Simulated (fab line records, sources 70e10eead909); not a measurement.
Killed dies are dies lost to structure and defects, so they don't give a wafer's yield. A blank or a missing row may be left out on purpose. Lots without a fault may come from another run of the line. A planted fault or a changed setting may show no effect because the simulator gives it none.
fab line records | flow nand_harc
record lots=6 wafers=18 last_day=30
route steps=1302 shown A_SLIT@945 A_SIN_REMOVE@947 A_WL_FILL@952 END@1302
lots that met no fault: from a run of the same line without faults
start_h: hours from the record's first day to the start of the lot's first wafer shown | wait_h: hours since the lot's step before | " the same as in the row above | L1.1+2: a row that stands for several wafers | - no value, or no start given | * or withheld: withheld | < > ~ a bound
route shown NAME@n: a module of which the file shows steps, and the number in the route of the first | usual: mean/standard deviation of fault-free wafers | same: alike in all rows | chamber/n: place in a boat | sites: the reading at each site | _std_site: their standard deviation | _edge_site: outer sites' mean less inner sites' | radius_mm: how far each site lies from the wafer's centre | mask NAME#n: copy n | behind: the tool/chamber that last shaped the wafer | hold: why the lot was held/for how many hours/how that ended | device: the transistor (n, p or np) that didn't switch | end of line: the same wafers' tests at the end of the route | a step without rows: its recipe alone | killed: dies lost to structure and defects at the first sort, not the wafer's yield | map: a wafer's dies, x killed, . not, _ none there
set.NAME: the setting as run; set.NAME@STEP: as run at that earlier step | model.NAME: the simulator's own value behind a step, which no gauge read
lots at some steps of the route; a table a step, a row a wafer
services: from which hour (start_h, from the record's first day; less than 0 if before it) a tool's chamber was out of use, for how many hours, and why
## steps
# step NHARC_A_SLIT_SRD_20
# step NHARC_A_SLIT_CD_MEAS_21
# usual cd_nm=289.2/1.2
# columns lot.wafer tool chamber start_h wait_h cd_nm
L202.3 cd_sem-01 - 528.27 - 286.8
L202.4 " - " " 288.5
L202.5 " - " " 288.5
L209.4 cd_sem-01 - 580.59 - 288.7
L209.5 " - " " 289.6
L209.6 " - " " 290.9
L207.1 cd_sem-02 - 580.68 - 288.3
L207.4 " - " " 292.1
L207.5 " - " " 290.1
L212.1 cd_sem-03 - 613.31 - 289.5
L212.3 " - " " 289.0
L212.6 " - " " 289.6
L213.1 cd_sem-03 - 613.50 - 287.8
L213.5 " - " " 289.1
L213.6 " - " " 288.0
L211.1 cd_sem-03 - 617.20 - 288.5
L211.3 " - " " 288.6
L211.6 " - " " 288.2
# step NHARC_A_SIN_REMOVE_WET_00
# recipe temp_c=160 time_s=15300 chemistry=H3PO4
# step NHARC_A_SIN_REMOVE_PRECLEAN_01
# recipe time_s=* temp_c=50 bath_age_min=0 chemistry=SC1
# step NHARC_A_SIN_REMOVE_SRD_02
# step NHARC_A_SIN_REMOVE_INSPECT_04
# usual raw_defect_count=402/93
# columns lot.wafer tool chamber start_h wait_h raw_defect_count
L202.3 defect_inspect-01 - 534.34 0.0 303
L202.4 " - " " 418
L202.5 " - " " 326
L207.1 defect_inspect-02 - 587.27 0.0 424
L207.4 " - " " 561
L207.5 " - " " 495
L209.4 defect_inspect-01 - 587.27 0.0 342
L209.5 " - " " 402
L209.6 " - " " 448
L212.1 defect_inspect-02 - 619.93 0.0 422
L212.3 " - " " 456
L212.6 " - " " 391
L213.1 defect_inspect-01 - 619.94 0.0 860
L213.5 " - " " 488
L213.6 " - " " 430
L211.1 defect_inspect-02 - 624.58 0.0 294
L211.3 " - " " 425
L211.6 " - " " 436
# step NHARC_A_WL_FILL_ALD_00
# recipe target_thk_a=30 pulse_time_s=3 ald_cycles=30 temp_c=300 material=Al2O3
# usual heater_power_w=492/38 precursor_pulse_height_rel=0.998/0.02
# columns lot.wafer tool chamber start_h wait_h heater_power_w precursor_pulse_height_rel
L202.3 ald_hk-04 3 534.46 0.1 480 0.995
L202.4 " 0 " " 481 0.981
L202.5 " 1 " " 421 0.994
L209.4 ald_hk-03 0 587.36 0.1 526 1.003
L209.6 " 3 " " 555 1.027
L209.5 " 0 " " 519 1.027
L207.4 ald_hk-01 0 587.36 0.1 453 0.966
L207.1 " 2 " " 528 0.986
L207.5 " 3 " " 519 0.981
L212.1 ald_hk-01 1 620.06 0.1 489 0.984
L212.3 " 2 " " 495 0.999
L212.6 " 0 " " 457 0.977
L213.1 ald_hk-03 2 620.08 0.1 494 1.008
L213.5 " 3 " " 542 0.973
L213.6 " 0 " " 515 1.000
L211.1 ald_hk-04 2 624.67 0.1 453 1.002
L211.3 " 3 " " 447 0.967
L211.6 " 1 " " 409 0.977
# step NHARC_A_WL_FILL_RTA_01
# recipe temp_c=1000 time_s=5
# usual lamp_power_pct=28.7/2.6 wafer_temp_C_max=1004.4/1.3
# columns lot.wafer tool chamber start_h wait_h lamp_power_pct wafer_temp_C_max
L202.3 rtp_anneal-01 0 534.73 - 25.4 1003.8
L202.4 " 0 " " 25.3 1006.6
L202.5 " 0 " " 25.4 1007.2
L207.1 rtp_anneal-02 0 587.60 - 30.7 1003.4
L207.4 " 0 " " 30.8 1003.6
L207.5 " 0 " " 30.8 1004.3
L209.4 rtp_anneal-01 0 587.67 - 25.3 1005.6
L209.5 " 0 " " 25.4 1005.4
L209.6 " 0 " " 25.4 1007.2
L213.1 rtp_anneal-02 0 620.26 - 30.8 1002.2
L213.5 " 0 " " 30.8 1003.6
L213.6 " 0 " " 30.7 1004.3
L212.1 rtp_anneal-01 0 620.33 - 25.4 1006.8
L212.3 " 0 " " 25.4 1005.8
L212.6 " 0 " " 25.4 1004.9
L211.1 rtp_anneal-02 0 624.91 - 30.7 1004.1
L211.3 " 0 " " 30.7 1003.2
L211.6 " 0 " " 30.7 1003.8
# step NHARC_A_WL_FILL_ALD_02
# recipe target_thk_a=20 pulse_time_s=3 ald_cycles=100 temp_c=450 material=TiN
# usual heater_power_w=1073/100 precursor_pulse_height_rel=0.999/0.021
# columns lot.wafer tool chamber start_h wait_h heater_power_w precursor_pulse_height_rel
L202.3 ald_metal-03 3 534.99 0.2 969 0.985
L202.4 " 0 " " 1092 0.993
L202.5 " 3 " " 973 1.019
L207.4 ald_metal-03 1 587.85 0.1 1015 1.008
L207.1 " 3 " " 927 0.949
L207.5 " 1 " " 1045 1.013
L209.4 ald_metal-01 3 587.88 0.2 1152 0.987
L209.6 " 1 " " 1006 1.002
L209.5 " 2 " " 1450 1.012
L212.1 ald_metal-01 1 620.55 0.2 1013 1.005
L212.3 " 3 " " 1148 0.974
L212.6 " 3 " " 1178 0.997
L213.1 ald_metal-03 0 620.58 0.3 1123 1.043
L213.6 " 2 " " 1022 0.989
L213.5 " 3 " " 954 0.989
L211.1 ald_metal-03 0 625.18 0.2 1113 1.012
L211.3 " 2 " " 1057 1.016
L211.6 " 0 " " 1113 0.968
# step NHARC_A_WL_FILL_CVD_03
# recipe target_thk_a=400 temp_c=300 pressure_torr=40 wf6_flow_sccm=40 h2_flow_sccm=1600 ar_flow_sccm=1560 time_s=279 material=W
# usual heater_power_w=464/92 throttle_valve_pct=8.0/0.31
# columns lot.wafer tool chamber start_h wait_h heater_power_w throttle_valve_pct
L202.4 cvd_w-01 0 535.50 0.2 353 8.3
L202.3 " 1 " " 438 8.4
L202.5 " 1 " " 425 8.6
L207.1 cvd_w-02 0 588.27 0.1 554 7.9
L207.4 " 0 " " 575 7.6
L207.5 " 1 " " 555 8.2
L209.4 cvd_w-01 1 588.34 0.2 418 8.6
L209.5 " 1 " " 422 8.3
L209.6 " 0 " " 345 8.0
L213.1 cvd_w-01 1 620.99 0.1 421 8.3
L213.5 " 1 " " 427 8.5
L213.6 " 0 " " 341 7.9
L212.1 cvd_w-02 0 621.07 0.1 567 7.8
L212.3 " 1 " " 554 8.1
L212.6 " 1 " " 564 8.1
L211.1 cvd_w-01 1 625.69 0.1 421 8.4
L211.3 " 0 " " 343 8.1
L211.6 " 0 " " 341 8.1
# step NHARC_A_WL_FILL_ETCHBACK_04
# recipe target_depth_a=600 time_s=120 chemistry=NF3
# usual chamber_pressure_mTorr=300.00/0.26 drypump_motor_current_A=5.8/0.46 oes_product_au=0.995/0.013
# columns lot.wafer tool chamber start_h wait_h chamber_pressure_mTorr drypump_motor_current_A oes_product_au rf_hours_counter_h
L202.3 rie_metal-02 1 535.84 0.2 300.17 5.9 0.976 -
L202.4 " 0 " " 300.13 6.0 1.005 -
L202.5 " 1 " " 300.53 5.9 0.984 -
L207.1 rie_metal-02 0 588.68 0.4 299.59 6.0 0.995 2.7
L207.4 " 1 " " 300.10 5.9 0.979 -
L207.5 " 0 " " 300.00 6.0 1.001 -
L209.4 rie_metal-01 1 588.71 0.3 300.17 6.0 1.003 -
L209.6 " 0 " " 300.02 5.6 0.965 -
L209.5 " 1 " " 299.95 6.0 1.001 -
L213.1 rie_metal-02 0 621.40 0.4 - - - -
L213.5 " 1 " " - - - -
L213.6 " 0 " " - - - -
L212.1 rie_metal-03 0 621.44 0.3 - - - -
L212.3 " 0 " " - - - -
L212.6 " 0 " " - - - -
L211.1 rie_metal-02 1 626.04 0.3 299.94 5.9 0.974 3.2
L211.3 " 1 " " 299.90 5.9 0.975 -
L211.6 " 1 " " 299.69 5.9 0.969 -
# step NHARC_A_WL_FILL_ETCHBACK_05
# recipe target_depth_a=220 time_s=60 temp_c=40 chemistry=Cl2/BCl3
# usual chamber_pressure_mTorr=10.000/0.0094 drypump_motor_current_A=5.8/0.46 oes_product_au=0.997/0.013 temp_c=40.00/0.11
# columns lot.wafer tool chamber start_h wait_h chamber_pressure_mTorr drypump_motor_current_A oes_product_au rf_hours_counter_h temp_c
L202.4 rie_metal-02 1 536.04 0.1 10.000 5.9 0.974 - 39.97
L202.3 " 0 " " 10.003 6.0 0.998 - 39.99
L202.5 " 0 " " 9.997 5.9 0.997 - 40.03
L209.4 rie_metal-01 1 588.89 0.1 10.008 6.0 1.007 - 39.98
L209.5 " 0 " " 9.985 5.6 0.972 - 40.04
L209.6 " 1 " " 10.005 6.0 1.017 - 40.05
L207.1 rie_metal-02 0 588.89 0.2 9.999 6.0 0.996 2.8 39.78
L207.4 " 1 " " 10.004 5.9 0.977 - 40.27
L207.5 " 0 " " 10.008 5.9 0.997 - 39.89
L213.1 rie_metal-02 1 621.62 0.2 10.005 5.9 0.979 3.1 39.98
L213.6 " 0 " " 9.988 5.9 0.983 - 40.00
L213.5 " 1 " " 9.999 5.9 0.978 - 39.76
L212.1 rie_metal-03 0 621.70 0.2 9.994 4.8 1.007 1.7 39.86
L212.3 " 1 " " 9.996 6.3 1.002 - 40.01
L212.6 " 0 " " 9.996 4.8 0.999 - 39.84
L211.1 rie_metal-02 0 626.25 0.2 9.999 6.0 0.990 3.3 39.95
L211.3 " 0 " " 9.995 6.0 0.990 - 39.96
L211.6 " 1 " " 9.997 5.9 0.972 - 40.07
# step NHARC_END_SORT_01
# recipe temp_c=25
# usual killed_at_array=56/19 killed_at_other=0.6/1 killed_at_periphery=3.9/2.7 killed_dies=61/19 killed_open=3.3/1.9 killed_short=2.4/1.7
# same gross_dies=677
# columns lot.wafer tool chamber start_h wait_h killed_at_array killed_at_other killed_at_periphery killed_dies killed_open killed_short
L212.1 prober-02 0 715.41 2.5 669 0 8 677 7 2
L212.3 prober-02 0 717.02 3.1 669 0 8 677 4 3
L212.6 prober-02 0 719.42 4.0 666 1 10 677 2 2
L213.1 prober-01 0 717.22 4.4 670 6 1 677 2 2
L213.5 prober-01 0 720.42 5.6 673 2 2 677 8 5
L213.6 prober-01 0 721.22 5.9 676 0 1 677 6 1
# killed by level:class
L212.1 A_WL_FILL:area_etchback=570 A_CHANNEL_HOLE_D1:chamber_film_flake=32 A_CHANNEL_HOLE_D2:chamber_film_flake=27 A_SLIT:chamber_film_flake=25 P_M2:chamber_film_flake=3 A_WL_FILL:chamber_film_flake=3 A_CONTACT:chamber_film_flake=3 P_CONTACT:geometric_particle:open=2
L212.3 A_WL_FILL:area_etchback=603 A_CHANNEL_HOLE_D1:chamber_film_flake=22 A_SLIT:chamber_film_flake=21 A_CHANNEL_HOLE_D2:chamber_film_flake=8 A_STAIRCASE:chamber_film_flake=5 A_WL_FILL:chamber_film_flake=4 P_CONTACT:chamber_film_flake=3 A_CONTACT:chamber_film_flake=3
L213.1 A_WL_FILL:area_etchback=644 A_CHANNEL_HOLE_D1:chamber_film_flake=11 A_CONTACT:chamber_film_flake=7 THIN_TSV:chamber_film_flake=5 A_STAIRCASE:chamber_film_flake=2 A_SLIT:chamber_film_flake=2 A_ONON_D1:geometric_particle:short=1 A_ONON_D2:geometric_particle:open=1
L212.6 A_WL_FILL:area_etchback=605 A_CHANNEL_HOLE_D1:chamber_film_flake=28 A_SLIT:chamber_film_flake=15 A_CHANNEL_HOLE_D2:chamber_film_flake=9 P_CONTACT:chamber_film_flake=8 A_CHANNEL_FILL_D2:chamber_film_flake=2 A_CHANNEL_FILL_D2:geometric_particle:short=1 A_SGD_CUT:geometric_particle:short=1
L213.5 A_WL_FILL:area_etchback=640 A_CHANNEL_HOLE_D1:chamber_film_flake=11 A_SLIT:chamber_film_flake=4 A_CONTACT:chamber_film_flake=4 A_ONON_D1:geometric_particle:open=3 A_ONON_D1:geometric_particle:short=2 A_CHANNEL_FILL_D1:geometric_particle:short=2 A_CHANNEL_FILL_D1:geometric_particle:open=2
L213.6 A_WL_FILL:area_etchback=655 A_CHANNEL_HOLE_D1:chamber_film_flake=10 A_M0:geometric_particle:open=2 A_SLIT:chamber_film_flake=2 P_M0:geometric_particle:open=1 A_ONON_D1:geometric_particle:short=1 A_CHANNEL_FILL_D1:geometric_particle:open=1 A_DECK1_JOINT:geometric_particle:open=1
# map L212.1 (x killed, . not)
____________x____________
_________xxxxxxx_________
_______xxxxxxxxxxx_______
______xxxxxxxxxxxxx______
_____xxxxxxxxxxxxxxx_____
____xxxxxxxxxxxxxxxxx____
____xxxxxxxxxxxxxxxxx____
___xxxxxxxxxxxxxxxxxxx___
___xxxxxxxxxxxxxxxxxxx___
__xxxxxxxxxxxxxxxxxxxxx__
__xxxxxxxxxxxxxxxxxxxxx__
_xxxxxxxxxxxxxxxxxxxxxxx_
_xxxxxxxxxxxxxxxxxxxxxxx_
_xxxxxxxxxxxxxxxxxxxxxxx_
_xxxxxxxxxxxxxxxxxxxxxxx_
_xxxxxxxxxxxxxxxxxxxxxxx_
xxxxxxxxxxxxxxxxxxxxxxxxx
xxxxxxxxxxxxxxxxxxxxxxxxx
xxxxxxxxxxxxxxxxxxxxxxxxx
xxxxxxxxxxxxxxxxxxxxxxxxx
xxxxxxxxxxxxxxxxxxxxxxxxx
_xxxxxxxxxxxxxxxxxxxxxxx_
_xxxxxxxxxxxxxxxxxxxxxxx_
_xxxxxxxxxxxxxxxxxxxxxxx_
_xxxxxxxxxxxxxxxxxxxxxxx_
_xxxxxxxxxxxxxxxxxxxxxxx_
__xxxxxxxxxxxxxxxxxxxxx__
__xxxxxxxxxxxxxxxxxxxxx__
___xxxxxxxxxxxxxxxxxxx___
___xxxxxxxxxxxxxxxxxxx___
____xxxxxxxxxxxxxxxxx____
____xxxxxxxxxxxxxxxxx____
_____xxxxxxxxxxxxxxx_____
______xxxxxxxxxxxxx______
_______xxxxxxxxxxx_______
_________xxxxxxx_________
____________x____________
# map L213.1 (x killed, . not)
____________x____________
_________xxxxxxx_________
_______xxxxxxxxxxx_______
______xxxxxxxxxxxxx______
_____xxxxxxxxxxxxxxx_____
____xxxxxxxxxxxxxxxxx____
____xxxxxxxxxxxxxxxxx____
___xxxxxxxxxxxxxxxxxxx___
___xxxxxxxxxxxxxxxxxxx___
__xxxxxxxxxxxxxxxxxxxxx__
__xxxxxxxxxxxxxxxxxxxxx__
_xxxxxxxxxxxxxxxxxxxxxxx_
_xxxxxxxxxxxxxxxxxxxxxxx_
_xxxxxxxxxxxxxxxxxxxxxxx_
_xxxxxxxxxxxxxxxxxxxxxxx_
_xxxxxxxxxxxxxxxxxxxxxxx_
xxxxxxxxxxxxxxxxxxxxxxxxx
xxxxxxxxxxxxxxxxxxxxxxxxx
xxxxxxxxxxxxxxxxxxxxxxxxx
xxxxxxxxxxxxxxxxxxxxxxxxx
xxxxxxxxxxxxxxxxxxxxxxxxx
_xxxxxxxxxxxxxxxxxxxxxxx_
_xxxxxxxxxxxxxxxxxxxxxxx_
_xxxxxxxxxxxxxxxxxxxxxxx_
_xxxxxxxxxxxxxxxxxxxxxxx_
_xxxxxxxxxxxxxxxxxxxxxxx_
__xxxxxxxxxxxxxxxxxxxxx__
__xxxxxxxxxxxxxxxxxxxxx__
___xxxxxxxxxxxxxxxxxxx___
___xxxxxxxxxxxxxxxxxxx___
____xxxxxxxxxxxxxxxxx____
____xxxxxxxxxxxxxxxxx____
_____xxxxxxxxxxxxxxx_____
______xxxxxxxxxxxxx______
_______xxxxxxxxxxx_______
_________xxxxxxx_________
____________x____________
## services
# columns tool chamber start_h hours kind
rie_metal-03 - 519.00 9.0 pm
ald_metal-03 1 521.10 54.2 repair
ald_metal-01 - 526.00 10.0 pm
cvd_w-01 - 547.00 13.0 pm
cvd_w-01 0 547.00 13.0 vent_cycle
cvd_w-01 1 547.00 13.0 vent_cycle
cvd_w-01 0 560.00 - clean
cvd_w-01 1 560.00 - clean
ald_metal-03 - 568.00 10.0 pm
ald_metal-03 0 568.00 10.0 vent_cycle
ald_metal-03 2 568.00 10.0 vent_cycle
ald_metal-03 3 568.00 10.0 vent_cycle
ald_hk-03 - 568.97 10.0 pm
rie_metal-01 - 575.00 9.0 pm
ald_metal-03 0 578.00 - clean
ald_metal-03 1 578.00 - clean
ald_metal-03 2 578.00 - clean
ald_metal-01 2 595.33 40.1 repair
rie_metal-01 1 600.90 152.8 repair
ald_hk-01 - 610.02 1.2 repair
ald_hk-04 - 611.54 10.0 pm
ald_metal-03 - 613.65 6.3 repair
rie_metal-03 1 616.77 2.0 repair
rie_metal-01 0 625.12 21.3 repair
## key
first_sign step=NHARC_A_WL_FILL_ETCHBACK_04 reading=tool_record direction=missing
effect step=NHARC_END_SORT_01 reading=killed_dies direction=up sigmas=33 usual=61 struck=677
more_kills_born_at NHARC_A_WL_FILL_ETCHBACK_04@rie_metal-02=1939 NHARC_A_WL_FILL_ETCHBACK_04@rie_metal-03=1778
met_at NHARC_A_WL_FILL_ETCHBACK_04
struck_wafers L212.1,L212.3,L212.6,L213.1,L213.5,L213.6
later_rows_left_out L212.1,L212.3,L212.6,L213.1,L213.5,L213.6
tester_left_out L212,L213
onset_between 588.68 621.40
fault kind=skipped_step_whole tool=rie_metal-02,rie_metal-03 chamber=- onset_h=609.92 steps=NHARC_A_WL_FILL_ETCHBACK_04 scope=struck_lots_only
# tester_left_out: of these lots the tester's yield and bins aren't shown, on N5 and GAA mostly nor the transistor test; their killed dies are dies lost to structure and defects alone, not to doping, threshold or leakage, so they don't give the yield
# later_rows_left_out: the simulator's readings of these wafers behind a module that went badly wrong aren't trusted and aren't shown, but for the sort
